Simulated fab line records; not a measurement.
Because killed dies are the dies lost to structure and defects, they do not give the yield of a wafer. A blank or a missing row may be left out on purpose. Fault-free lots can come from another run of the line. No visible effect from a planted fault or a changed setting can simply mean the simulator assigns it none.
Comparing a struck lot with a sound one / flow n5Finfet / 16 out of 1938 route steps
Sound: these wafers, L428.2, L428.3, L428.6. Struck: wafers L430.4, L430.6. (L430.2 of the same lot was not struck and is left out.) The cause comes at the end.
Each step with rows lists, per side, the tool, then ch with its chambers, then its first start. Under that, the readings that differ: sound wafers / struck wafers / difference of the means / sigmas: that difference in standard deviations of wafers without a fault.
alike: readings with means less than 2 such deviations apart, plus words and numbers identical on both sides. not compared: withheld readings, readings lacking a value on some wafer, bounds such as >300 that could conceal the same value, and numbers that have no deviation in the record and whose values overlap.
A row with sigmas, a row that says differs or no value, or rows on one side alone: a step with any of these is where the two part. Numbers that don't overlap but have no deviation are shown without sigmas and don't part them. Lack of a reading on every wafer of one side parts them only where that side has two or more wafers.

N5_BEOL_M4_STRIP_36: strips in N2/H2.
  sound on rieDiel-05 ch 2,3, day 9 11:56; struck on rieDiel-01 ch 1,2, day 9 18:19
  alike: drypumpMotorCurrentA, oesProductAu, rfVppV, showerheadPlenumPTorr, throttleValvePct
  not compared: rfHoursCounterH
then, 1 step without rows for these wafers: N5_BEOL_M4_TRENCH_ETCH_37 (etches SiOC in C4F6/O2, target depth 55.555 nm, time 29.2 s).
N5_BEOL_M4_ETCH_41: etches SiCN in CH3F/O2, target depth 29.9 nm, time 52.5 s.
  sound: rieDiel-05 ch 2,3; struck: rieDiel-01 ch 1,2
  alike: drypumpMotorCurrentA, oesProductAu, rfVppV, showerheadPlenumPTorr, throttleValvePct
  not compared: rfHoursCounterH
N5_BEOL_M4_STRIP_97: strips in N2/H2, time 10 s.
  sound: rieDiel-05 ch 2,3; struck: rieDiel-01 ch 1,2
  alike: drypumpMotorCurrentA, oesProductAu, rfVppV, showerheadPlenumPTorr, throttleValvePct
  not compared: rfHoursCounterH
N5_BEOL_M4_OCD_MEAS_38:
  sound: ocd-02 at day 9 12:08; struck: ocd-01 at day 9 18:31
  alike: trenchDepthNm
then, 4 steps without rows for these wafers: N5_BEOL_M4_HM_STRIP_39 (strips TiN in peroxide tin strip, target depth 25 nm, time 158 s); N5_BEOL_M4_SRD_40 (time 30 s); N5_BEOL_M4_PRECLEAN_42 (cleans in residue remover, time 60 s); N5_BEOL_M4_SRD_43 (time 30 s).
N5_BEOL_M4_CD_MEAS_35: target cd 18 nm, target cd y 22.4 nm.
  sound: cdSem-02 at day 9 12:17; struck: cdSem-02 at day 9 18:40
  alike: cdNm
then, 1 step without rows for these wafers: N5_BEOL_M4_DEGAS_44 (time 60 s).
N5_BEOL_M4_PRE_CLEAN_45: time 30 s.
  sound: pvdSputter-03 at day 9 12:31; struck: pvdSputter-03 at day 9 19:04
  alike: heaterPowerW
N5_BEOL_M4_ALD_84: deposits TaN, pulse time 2 s, purge time 3 s, co reactant purge time 2 s.
  sound on aldMetal-02 ch 1,2, day 9 12:38; struck on aldMetal-02 ch 0,3, day 9 19:08
reading=coReactantPulseTimeS (s); sound=3 3 3; struck=4.2971 4.2971; difference=+1.2971; sigmas=
  alike: heaterPowerW, precursorVesselPressureTorr
N5_BEOL_M4_SURFACE_TREAT_85:
  sound: pvdSputter-01 at day 9 12:59; struck: pvdSputter-03 at day 9 19:22
  not compared: throttleValvePct
N5_BEOL_M4_RC_MEAS_101:
  sound on prober-02 ch 0, day 9 16:24; struck on prober-01 ch 0, day 9 22:51
  alike: DIBL_N, DIBL_P, IOFF_N, IOFF_P, ION_N, ION_P, SS_N, SS_P, VT_N, VT_P
after that, 1 step had no rows for these wafers: N5_PASSIVATION_PROBE_49.

== WHERE THEY PART ==
Nowhere in this record.

WHY: the cause the simulator had injected
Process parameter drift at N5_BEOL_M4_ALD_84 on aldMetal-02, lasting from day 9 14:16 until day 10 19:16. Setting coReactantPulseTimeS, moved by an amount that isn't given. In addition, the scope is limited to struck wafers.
